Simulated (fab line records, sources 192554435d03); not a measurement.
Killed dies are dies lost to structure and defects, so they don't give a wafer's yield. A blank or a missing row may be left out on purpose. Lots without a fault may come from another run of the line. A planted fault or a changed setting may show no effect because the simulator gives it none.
A struck lot beside a sound one | flow n5_finfet | 36 steps out of a route of 1938
Sound: wafers L860.1, L860.2, L860.3. Struck: wafers L875.4, L875.6. The cause comes at the end.
At each step with rows: each side's tool, then ch and its chambers, then its first start. Under that, the readings that differ: sound wafers | struck wafers | difference of the means | sigmas: that difference in standard deviations of wafers without a fault.
alike: readings whose means differ by less than 2 such deviations, and words and numbers that are the same on both sides. not compared: withheld readings, readings that some wafer has no value for, bounds like >300 that may hide the same value, and numbers for which the record gives no deviation and whose values overlap.
The two part at a step that has a row with sigmas, a row that says differs or no value, or rows on one side only. Numbers that don't overlap but have no deviation are shown without sigmas and don't part them. A reading that every wafer of one side lacks parts them only if that side has two wafers or more.

first, 8 steps without rows for these wafers: N5_MOL_CONTACT_COAG_PRECLEAN_138 (cleans in alkaline clean, time 60 s); N5_MOL_CONTACT_COAG_SRD_139 (time 30 s); N5_MOL_CONTACT_COAG_PRE_CLEAN_121; N5_MOL_CONTACT_COAG_CVD_140 (deposits W, target thk 66.5 nm, time 215 s); N5_MOL_CONTACT_COAG_PRECLEAN_127 (cleans in DIW, time 57.5 s); N5_MOL_CONTACT_COAG_SRD_128 (dry time 32 s); N5_MOL_CONTACT_COAG_CMP_52 (polishes, stops on SiO2, t overpolish 1.5 s, target thk 66.5 nm); N5_MOL_CONTACT_COAG_ANNEAL_112 (time 1800 s).
N5_BEOL_M0_SAQP_PECVD_00: deposits SiCN from 3MS/NH3, target thk 8 nm, time 14 s.
  sound on pecvd-01 ch 0,1,2, day 6 05:13; struck on pecvd-01 ch 1,2, day 9 22:43
  reading                                         | sound     | struck  | difference | sigmas
  model.SiCN_of_BEOL_M0_SAQP_PECVD_00.thk_nm (nm) | 7.8 8 7.8 | 7.6 7.4 | -0.4       |
  alike: showerhead_plenum_p_Torr, throttle_valve_pct
then, 25 steps without rows for these wafers: N5_BEOL_M0_SAQP_ILD_DEP_01 (deposits SiOC from DEMS/O2, target thk 45.419 nm, time 8.7 s); N5_BEOL_M0_SAQP_HM_DEP_02 (deposits TiN, target thk 12 nm); N5_BEOL_M0_SAQP_PECVD_03 (deposits SiCN from 3MS/NH3, target thk 12 nm, time 21.1 s); N5_BEOL_M0_SAQP_PECVD_96 (deposits a-Si from SiH4/He, target thk 45 nm, time 45.2 s); N5_BEOL_M0_SAQP_PECVD_97 (deposits SiNx from SiH4/NH3/N2, target thk 23 nm, time 19.9 s); N5_BEOL_M0_SAQP_PECVD_04 (deposits a-Si from SiH4/He, target thk 60 nm, time 60.2 s); N5_BEOL_M0_SAQP_HM_DEP_111 (deposits SiO2 from SiH4/N2O, target thk 12 nm, time 7.2 s); N5_BEOL_M0_SAQP_COAT_81 (time 60 s, resist thk 100 nm); N5_BEOL_M0_SAQP_COAT_82 (time 60 s, resist thk 30 nm); N5_BEOL_M0_SAQP_COAT_08 (resist thk 90 nm); N5_BEOL_M0_SAQP_EBR_10; N5_BEOL_M0_SAQP_SOFTBAKE_09 (time 60 s); N5_BEOL_M0_SAQP_EXPOSE_11 (exposes mask M0 CORE, target cd 42 nm); N5_BEOL_M0_SAQP_PEB_12 (peb time 60 s); N5_BEOL_M0_SAQP_DEVELOP_13 (develop time 30 s); N5_BEOL_M0_SAQP_DESCUM_19 (chemistry O2, time 7.9 s); N5_BEOL_M0_SAQP_ETCH_83 (etches SiARC in CF4, target depth 39 nm, time 65 s); N5_BEOL_M0_SAQP_ETCH_84 (etches SOC in N2/H2, target depth 100 nm, overetch 20 nm, time 150 s); N5_BEOL_M0_SAQP_STRIP_80 (strips in N2/H2); N5_BEOL_M0_SAQP_HM_OPEN_112 (chemistry CHF3/O2, target SiO2, stops on a-Si, target depth 12 nm, time 13.5 s); N5_BEOL_M0_SAQP_STRIP_113 (strips in CHF3/O2); N5_BEOL_M0_SAQP_MANDREL_ETCH_20 (etches a-Si in HBr/Cl2, stops on SiNx, target depth 60 nm, bt time 10 s, time 30 s); N5_BEOL_M0_SAQP_STRIP_86 (strips in N2/H2); N5_BEOL_M0_SAQP_STRIP_115 (strips in post etch residue remover, time 60 s); N5_BEOL_M0_SAQP_SRD_93 (time 30 s).
N5_BEOL_M0_ETCH_109: etches SiCN in CH3F/O2, target depth 8 nm, overetch 2.4 nm, time 27.4 s.
  sound on rie_diel-06 ch 0,1,2, day 6 14:41; struck on rie_diel-03 ch 0,1, day 10 14:35
  reading                  | sound             | struck      | difference | sigmas
  model.etch.depth_nm (nm) | 7.765 7.935 7.891 | 7.529 7.397 | -0.401     |
  alike: drypump_motor_current_A, oes_product_au, rf_vpp_V, showerhead_plenum_p_Torr, throttle_valve_pct
  not compared: rf_hours_counter_h
-- the record jumps here: 5 days lie between the struck wafers' starts before and after (it left off in module BEOL_M0 and takes up again in module BEOL_M4, whose first step shown is number 1111 of the route) --
N5_BEOL_M4_RC_MEAS_101:
  sound on prober-01 ch 0, day 9 18:31; struck on prober-02 ch 0, day 15 02:37
  reading        | sound                | struck        | difference | sigmas
  DIBL_N (mV/V)  | 35.5 36.2 36.6       | 39.5 38.7     | +3.0       | +2
  IOFF_N (nA/um) | 0.146 0.161 0.162    | 0.206 0.194   | +0.044     | +2
  IOFF_P (nA/um) | 0.183 0.197 0.199    | 0.265 0.248   | +0.064     | +3
  SS_P (mV/dec)  | 73.2 73.1 73.6       | 74.6 74.3     | +1.1       | +2
  VT_P (mV)      | -252.8 -251.2 -253.6 | -246.1 -246.6 | +6.2       | +2
  alike: DIBL_P, ION_N, ION_P, SS_N, VT_N

WHERE THEY PART
Only at N5_BEOL_M4_RC_MEAS_101, within this record.

WHY: what the simulator had put in
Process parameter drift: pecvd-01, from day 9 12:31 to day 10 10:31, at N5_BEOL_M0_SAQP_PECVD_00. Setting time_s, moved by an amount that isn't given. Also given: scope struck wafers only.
